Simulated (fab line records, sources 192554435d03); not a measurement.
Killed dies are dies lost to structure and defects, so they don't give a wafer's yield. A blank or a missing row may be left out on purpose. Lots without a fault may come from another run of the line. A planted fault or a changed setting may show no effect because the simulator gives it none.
Chamber matching | flow n5_finfet | N5_BEOL_M7_STRIP_19 on rie_diel-06: 4 sister chambers
The step strips in O2. 4 wafers are shown with their chamber, then 8 later ones without.

WAFERS WITH THEIR CHAMBER
wafer  | chamber | showerhead_plenum_p_Torr (Torr)
L080.4 | 3       | 2.17
L085.2 | 1       | 2.01
L085.6 | 2       | 1.99
L090.1 | 0       | 2.14

WAFERS WITHOUT THEIR CHAMBER
wafer  | showerhead_plenum_p_Torr (Torr)
L090.2 | 2.01
L090.4 | 1.99
L088.1 | 2.01
L088.3 | 2.13
L088.5 | 2.17
L089.2 | 2.17
L089.4 | 2.13
L089.5 | 2.17

WHICH CHAMBER EACH WENT THROUGH
wafer  | from the rows above | in truth
L090.2 | 1                   | 1
L090.4 | 2                   | 2
L088.1 | 1                   | 1
L088.3 | 0                   | 0
L088.5 | 3                   | 3
L089.2 | 3                   | 3
L089.4 | 0                   | 0
L089.5 | 3                   | 3
Placed correctly: 8 of 8. Can't be placed from these rows: 0. Placed wrongly: 0.
How it was worked out, from the rows above alone: a wafer's distance from a chamber is the root of the sum, over the readings, of the square of ((its reading less the chamber's mean) divided by the reading's scatter). The wafer belongs to the nearest chamber; if the next one is less than 2 further off, it can't be placed. A chamber's mean is the mean of its shown wafers. The scatter: with one shown wafer a chamber, the root of the mean of the squares of how far each hidden wafer lies from its nearest shown one.
